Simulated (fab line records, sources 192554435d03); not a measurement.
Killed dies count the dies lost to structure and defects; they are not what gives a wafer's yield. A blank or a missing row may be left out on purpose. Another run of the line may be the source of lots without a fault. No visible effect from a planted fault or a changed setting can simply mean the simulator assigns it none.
Which of the tools did it? || flow n5Finfet || 10 lots, 30 wafers sampled, at 4 steps of a route of 1938

WHAT THE GAUGES SHOWED, per wafer
No reading from a measuring or inspecting step in the record can be judged against a usual standard deviation.

WHICH TOOL RAN EACH LOT (tool, then ch and the chambers of the sampled wafers, then the start)
{"lot": "L874", "N5_BEOL_M12_ETCH_67": "rieDiel-06 ch 1,2, day 12 02:58", "N5_BEOL_M12_STRIP_37": "plasmaAsher-02 ch 0,1, day 12 03:29", "N5_BEOL_M12_CMP_49": "cmp-03 ch 1,2,3, day 12 07:42", "N5_BEOL_M12_DEP_53": "pecvd-01 ch 0,1,2, day 12 08:01"}
{"lot": "L878", "N5_BEOL_M12_ETCH_67": "rieDiel-06 ch 2,3, day 12 11:52", "N5_BEOL_M12_STRIP_37": "plasmaAsher-02 ch 1, day 12 12:23", "N5_BEOL_M12_CMP_49": "cmp-01 ch 0,2,3, day 12 16:18", "N5_BEOL_M12_DEP_53": "pecvd-04 ch 0,1, day 12 16:39"}
{"lot": "L882", "N5_BEOL_M12_ETCH_67": "rieDiel-06 ch 2,3, day 13 06:36", "N5_BEOL_M12_STRIP_37": "plasmaAsher-01 ch 0, day 13 07:08", "N5_BEOL_M12_CMP_49": "cmp-01 ch 0,1,2, day 13 11:31", "N5_BEOL_M12_DEP_53": "pecvd-01 ch 0,1, day 13 11:48"}
{"lot": "L883", "N5_BEOL_M12_ETCH_67": "rieDiel-04 ch 0,2,3, day 13 20:17", "N5_BEOL_M12_STRIP_37": "plasmaAsher-02 ch 0,1, day 13 20:48", "N5_BEOL_M12_CMP_49": "cmp-01 ch 0,1,2, day 14 01:27", "N5_BEOL_M12_DEP_53": "pecvd-03 ch 0,1, day 14 01:46"}
{"lot": "L887", "N5_BEOL_M12_ETCH_67": "rieDiel-06 ch 0,2,3, day 15 03:52", "N5_BEOL_M12_STRIP_37": "plasmaAsher-01 ch 0,1, day 15 04:24", "N5_BEOL_M12_CMP_49": "cmp-02 ch 0,1,2, day 15 06:01", "N5_BEOL_M12_DEP_53": "pecvd-03 ch 1,2, day 15 06:19"}
{"lot": "L889", "N5_BEOL_M12_ETCH_67": "rieDiel-05 ch 0,1,2, day 15 07:16", "N5_BEOL_M12_STRIP_37": "plasmaAsher-02 ch 0,1, day 15 07:47", "N5_BEOL_M12_CMP_49": "cmp-02 ch 1,2,3, day 15 08:59", "N5_BEOL_M12_DEP_53": "pecvd-03 ch 1,2, day 15 09:19"}
{"lot": "L891", "N5_BEOL_M12_ETCH_67": "rieDiel-05 ch 0,2,3, day 15 15:56", "N5_BEOL_M12_STRIP_37": "plasmaAsher-02 ch 0,1, day 15 16:29", "N5_BEOL_M12_CMP_49": "cmp-03 ch 0,1,3, day 15 18:34", "N5_BEOL_M12_DEP_53": "pecvd-01 ch 0,1,2, day 15 18:55"}
{"lot": "L893", "N5_BEOL_M12_ETCH_67": "rieDiel-05 ch 1,2,3, day 16 02:19", "N5_BEOL_M12_STRIP_37": "plasmaAsher-02 ch 0,1, day 16 02:50", "N5_BEOL_M12_CMP_49": "cmp-03 ch 1,2,3, day 16 03:56", "N5_BEOL_M12_DEP_53": "pecvd-04 ch 1,2, day 16 04:17"}
{"lot": "L890", "N5_BEOL_M12_ETCH_67": "rieDiel-04 ch 1,2,3, day 16 02:22", "N5_BEOL_M12_STRIP_37": "plasmaAsher-01 ch 0,1, day 16 02:55", "N5_BEOL_M12_CMP_49": "cmp-03 ch 0,3, day 16 06:08", "N5_BEOL_M12_DEP_53": "pecvd-04 ch 0,1,2, day 16 06:28"}
{"lot": "L895", "N5_BEOL_M12_ETCH_67": "rieDiel-04 ch 1,3, day 17 05:26", "N5_BEOL_M12_STRIP_37": "plasmaAsher-02 ch 0,1, day 17 05:59", "N5_BEOL_M12_CMP_49": "cmp-01 ch 0,2, day 17 09:06", "N5_BEOL_M12_DEP_53": "pecvd-04 ch 0,1,2, day 17 09:25"}
- N5_BEOL_M12_ETCH_67: etches SiARC in CF4, target depth 143 nm, time 238.3 s.
- N5_BEOL_M12_STRIP_37: strips in N2/H2.
- N5_BEOL_M12_CMP_49: polishes, stops on SiOC, t overpolish 20.6 s, target thk 320 nm.
- N5_BEOL_M12_DEP_53: deposits SiCN from 3MS/NH3, target thk 30 nm, time 10.5 s.

WHAT THE TOOLS THEMSELVES READ (means of the sampled wafers that have a number; where no wafer has one, the mark that the record gives instead)
N5_BEOL_M12_ETCH_67. Usual: drypumpMotorCurrentA 5.8 A, standard deviation 0.48; etchRfOnTimeS 238 s, standard deviation 3.5; oesProductAu 0.68 a.u., standard deviation 0.06; rfVppV 184.0 V, standard deviation 1.3; showerheadPlenumPTorr 2.14 Torr, standard deviation 0.074; throttleValvePct 15.60 %, standard deviation 0.24.
{"lot": "L874", "tool": "rieDiel-06", "drypumpMotorCurrentA (A)": 5.9, "etchRfOnTimeS (s)": 241, "oesProductAu (a.u.)": 0.64, "rfVppV (V)": 183.0, "showerheadPlenumPTorr (Torr)": 2.06, "throttleValvePct (%)": 15.57, "flag": ""}
{"lot": "L878", "tool": "rieDiel-06", "drypumpMotorCurrentA (A)": 5.6, "etchRfOnTimeS (s)": 236, "oesProductAu (a.u.)": 0.72, "rfVppV (V)": 183.0, "showerheadPlenumPTorr (Torr)": 2.09, "throttleValvePct (%)": 15.34, "flag": ""}
{"lot": "L882", "tool": "rieDiel-06", "drypumpMotorCurrentA (A)": 5.5, "etchRfOnTimeS (s)": 240, "oesProductAu (a.u.)": 0.70, "rfVppV (V)": 182.7, "showerheadPlenumPTorr (Torr)": 2.09, "throttleValvePct (%)": 15.31, "flag": ""}
{"lot": "L883", "tool": "rieDiel-04", "drypumpMotorCurrentA (A)": 6.0, "etchRfOnTimeS (s)": 237, "oesProductAu (a.u.)": 0.69, "rfVppV (V)": 184.9, "showerheadPlenumPTorr (Torr)": 2.19, "throttleValvePct (%)": 15.55, "flag": ""}
{"lot": "L887", "tool": "rieDiel-06", "drypumpMotorCurrentA (A)": 5.5, "etchRfOnTimeS (s)": 238, "oesProductAu (a.u.)": 0.68, "rfVppV (V)": 184.2, "showerheadPlenumPTorr (Torr)": 2.13, "throttleValvePct (%)": 15.51, "flag": ""}
{"lot": "L889", "tool": "rieDiel-05", "drypumpMotorCurrentA (A)": 5.7, "etchRfOnTimeS (s)": 235, "oesProductAu (a.u.)": 0.70, "rfVppV (V)": 182.8, "showerheadPlenumPTorr (Torr)": 2.08, "throttleValvePct (%)": 15.58, "flag": ""}
{"lot": "L891", "tool": "rieDiel-05", "drypumpMotorCurrentA (A)": 5.9, "etchRfOnTimeS (s)": 239, "oesProductAu (a.u.)": 0.66, "rfVppV (V)": 183.7, "showerheadPlenumPTorr (Torr)": 2.10, "throttleValvePct (%)": 15.65, "flag": ""}
{"lot": "L893", "tool": "rieDiel-05", "drypumpMotorCurrentA (A)": 5.9, "etchRfOnTimeS (s)": 243, "oesProductAu (a.u.)": 0.65, "rfVppV (V)": 182.3, "showerheadPlenumPTorr (Torr)": 2.09, "throttleValvePct (%)": 15.63, "flag": ""}
{"lot": "L890", "tool": "rieDiel-04", "drypumpMotorCurrentA (A)": 5.5, "etchRfOnTimeS (s)": 237, "oesProductAu (a.u.)": 0.63, "rfVppV (V)": 184.8, "showerheadPlenumPTorr (Torr)": 2.17, "throttleValvePct (%)": 15.79, "flag": ""}
{"lot": "L895", "tool": "rieDiel-04", "drypumpMotorCurrentA (A)": 5.5, "etchRfOnTimeS (s)": 238, "oesProductAu (a.u.)": 0.65, "rfVppV (V)": 185.2, "showerheadPlenumPTorr (Torr)": 2.20, "throttleValvePct (%)": 15.69, "flag": ""}

N5_BEOL_M12_STRIP_37. Usual: drypumpMotorCurrentA 5.6 A, standard deviation 0.36; heaterPowerW 337 W, standard deviation 22; oesProductAu 0.790 a.u., standard deviation 0.011.
{"lot": "L874", "tool": "plasmaAsher-02", "drypumpMotorCurrentA (A)": 5.7, "heaterPowerW (W)": 356, "oesProductAu (a.u.)": 0.795, "flag": ""}
{"lot": "L878", "tool": "plasmaAsher-02", "drypumpMotorCurrentA (A)": 5.6, "heaterPowerW (W)": 371, "oesProductAu (a.u.)": 0.786, "flag": ""}
{"lot": "L882", "tool": "plasmaAsher-01", "drypumpMotorCurrentA (A)": 5.0, "heaterPowerW (W)": 330, "oesProductAu (a.u.)": 0.785, "flag": ""}
{"lot": "L883", "tool": "plasmaAsher-02", "drypumpMotorCurrentA (A)": 5.7, "heaterPowerW (W)": 353, "oesProductAu (a.u.)": 0.804, "flag": ""}
{"lot": "L887", "tool": "plasmaAsher-01", "drypumpMotorCurrentA (A)": 5.2, "heaterPowerW (W)": 324, "oesProductAu (a.u.)": 0.792, "flag": ""}
{"lot": "L889", "tool": "plasmaAsher-02", "drypumpMotorCurrentA (A)": 5.8, "heaterPowerW (W)": 338, "oesProductAu (a.u.)": 0.798, "flag": ""}
{"lot": "L891", "tool": "plasmaAsher-02", "drypumpMotorCurrentA (A)": 5.7, "heaterPowerW (W)": 354, "oesProductAu (a.u.)": 0.792, "flag": ""}
{"lot": "L893", "tool": "plasmaAsher-02", "drypumpMotorCurrentA (A)": 5.8, "heaterPowerW (W)": 335, "oesProductAu (a.u.)": 0.787, "flag": ""}
{"lot": "L890", "tool": "plasmaAsher-01", "drypumpMotorCurrentA (A)": 5.2, "heaterPowerW (W)": 323, "oesProductAu (a.u.)": 0.793, "flag": ""}
{"lot": "L895", "tool": "plasmaAsher-02", "drypumpMotorCurrentA (A)": 5.7, "heaterPowerW (W)": 358, "oesProductAu (a.u.)": 0.773, "flag": ""}

N5_BEOL_M12_CMP_49. Usual: barrierFieldEndpointS 30.4 s, standard deviation 0.79; clearingPlatenRpm 50.00 rpm, standard deviation 0.03; headPressurePsi 1.0000 psi, standard deviation 0.0022; motorCurrentA 6.2 A, standard deviation 0.49; overpolishRunS 20.599 s, standard deviation 0.0098.
{"lot": "L874", "tool": "cmp-03", "barrierFieldEndpointS (s)": 30.6, "clearingPlatenRpm (rpm)": 49.98, "headPressurePsi (psi)": 1.0039, "motorCurrentA (A)": 6.2, "overpolishRunS (s)": 20.604, "flag": ""}
{"lot": "L878", "tool": "cmp-01", "barrierFieldEndpointS (s)": 31.2, "clearingPlatenRpm (rpm)": 50.01, "headPressurePsi (psi)": 0.9974, "motorCurrentA (A)": 6.1, "overpolishRunS (s)": 20.601, "flag": ""}
{"lot": "L882", "tool": "cmp-01", "barrierFieldEndpointS (s)": 29.8, "clearingPlatenRpm (rpm)": 49.99, "headPressurePsi (psi)": 1.0278, "motorCurrentA (A)": 5.8, "overpolishRunS (s)": 20.601, "flag": "OFF"}
{"lot": "L883", "tool": "cmp-01", "barrierFieldEndpointS (s)": 29.0, "clearingPlatenRpm (rpm)": 49.98, "headPressurePsi (psi)": 1.0290, "motorCurrentA (A)": 5.8, "overpolishRunS (s)": 20.611, "flag": "OFF"}
{"lot": "L887", "tool": "cmp-02", "barrierFieldEndpointS (s)": 30.9, "clearingPlatenRpm (rpm)": 50.00, "headPressurePsi (psi)": 0.9977, "motorCurrentA (A)": 6.2, "overpolishRunS (s)": 20.605, "flag": ""}
{"lot": "L889", "tool": "cmp-02", "barrierFieldEndpointS (s)": 31.3, "clearingPlatenRpm (rpm)": 49.98, "headPressurePsi (psi)": 0.9981, "motorCurrentA (A)": 6.6, "overpolishRunS (s)": 20.603, "flag": ""}
{"lot": "L891", "tool": "cmp-03", "barrierFieldEndpointS (s)": 29.5, "clearingPlatenRpm (rpm)": 49.98, "headPressurePsi (psi)": 1.0004, "motorCurrentA (A)": 6.5, "overpolishRunS (s)": 20.592, "flag": ""}
{"lot": "L893", "tool": "cmp-03", "barrierFieldEndpointS (s)": 29.6, "clearingPlatenRpm (rpm)": 50.05, "headPressurePsi (psi)": 0.9990, "motorCurrentA (A)": 6.3, "overpolishRunS (s)": 20.599, "flag": ""}
{"lot": "L890", "tool": "cmp-03", "barrierFieldEndpointS (s)": 31.2, "clearingPlatenRpm (rpm)": 50.01, "headPressurePsi (psi)": 1.0009, "motorCurrentA (A)": 6.4, "overpolishRunS (s)": 20.593, "flag": ""}
{"lot": "L895", "tool": "cmp-01", "barrierFieldEndpointS (s)": 30.9, "clearingPlatenRpm (rpm)": 50.00, "headPressurePsi (psi)": 0.9998, "motorCurrentA (A)": 6.1, "overpolishRunS (s)": 20.596, "flag": ""}

N5_BEOL_M12_DEP_53. Usual: showerheadPlenumPTorr 4.162 Torr, standard deviation 0.019; showerheadVppV 1606 V, standard deviation 85; throttleValvePct 18.1 %, standard deviation 1.4.
{"lot": "L874", "tool": "pecvd-01", "showerheadPlenumPTorr (Torr)": 4.169, "showerheadVppV (V)": 1652, "throttleValvePct (%)": 17.3, "flag": ""}
{"lot": "L878", "tool": "pecvd-04", "showerheadPlenumPTorr (Torr)": 4.177, "showerheadVppV (V)": 1645, "throttleValvePct (%)": 19.4, "flag": ""}
{"lot": "L882", "tool": "pecvd-01", "showerheadPlenumPTorr (Torr)": 4.185, "showerheadVppV (V)": 1694, "throttleValvePct (%)": 17.6, "flag": ""}
{"lot": "L883", "tool": "pecvd-03", "showerheadPlenumPTorr (Torr)": 4.133, "showerheadVppV (V)": 1576, "throttleValvePct (%)": 18.3, "flag": ""}
{"lot": "L887", "tool": "pecvd-03", "showerheadPlenumPTorr (Torr)": 4.147, "showerheadVppV (V)": 1523, "throttleValvePct (%)": 17.5, "flag": ""}
{"lot": "L889", "tool": "pecvd-03", "showerheadPlenumPTorr (Torr)": 4.140, "showerheadVppV (V)": 1465, "throttleValvePct (%)": 18.4, "flag": ""}
{"lot": "L891", "tool": "pecvd-01", "showerheadPlenumPTorr (Torr)": 4.171, "showerheadVppV (V)": 1648, "throttleValvePct (%)": 17.3, "flag": ""}
{"lot": "L893", "tool": "pecvd-04", "showerheadPlenumPTorr (Torr)": 4.171, "showerheadVppV (V)": 1646, "throttleValvePct (%)": 19.3, "flag": ""}
{"lot": "L890", "tool": "pecvd-04", "showerheadPlenumPTorr (Torr)": 4.176, "showerheadVppV (V)": 1645, "throttleValvePct (%)": 18.6, "flag": ""}
{"lot": "L895", "tool": "pecvd-04", "showerheadPlenumPTorr (Torr)": 4.179, "showerheadVppV (V)": 1628, "throttleValvePct (%)": 18.8, "flag": ""}

THE ANSWER, worked out from the rows above alone
Rule: a lot is off if the mean of its wafers that have a number lies more than 3 standard deviations from the usual mean. Also off: a lot with no number at a reading for which 4 or more lots have one. Any other lot the step has rows for is counted as sound. Order of review: gauges by route order, followed by the tools' own readings, for which a lot's mean as printed above is used. The first step at which some lot is off is used, and at that step the reading that is off furthest; a lot without a number counts as furthest.
Off at N5_BEOL_M12_CMP_49 (headPressurePsi): L882, L883.
A tool fits if, at that step or a process step before it, it ran every lot that is off, and no sound lot after the first of them. Of those tried, none fits.

WHAT THE SIMULATOR HAD INSERTED
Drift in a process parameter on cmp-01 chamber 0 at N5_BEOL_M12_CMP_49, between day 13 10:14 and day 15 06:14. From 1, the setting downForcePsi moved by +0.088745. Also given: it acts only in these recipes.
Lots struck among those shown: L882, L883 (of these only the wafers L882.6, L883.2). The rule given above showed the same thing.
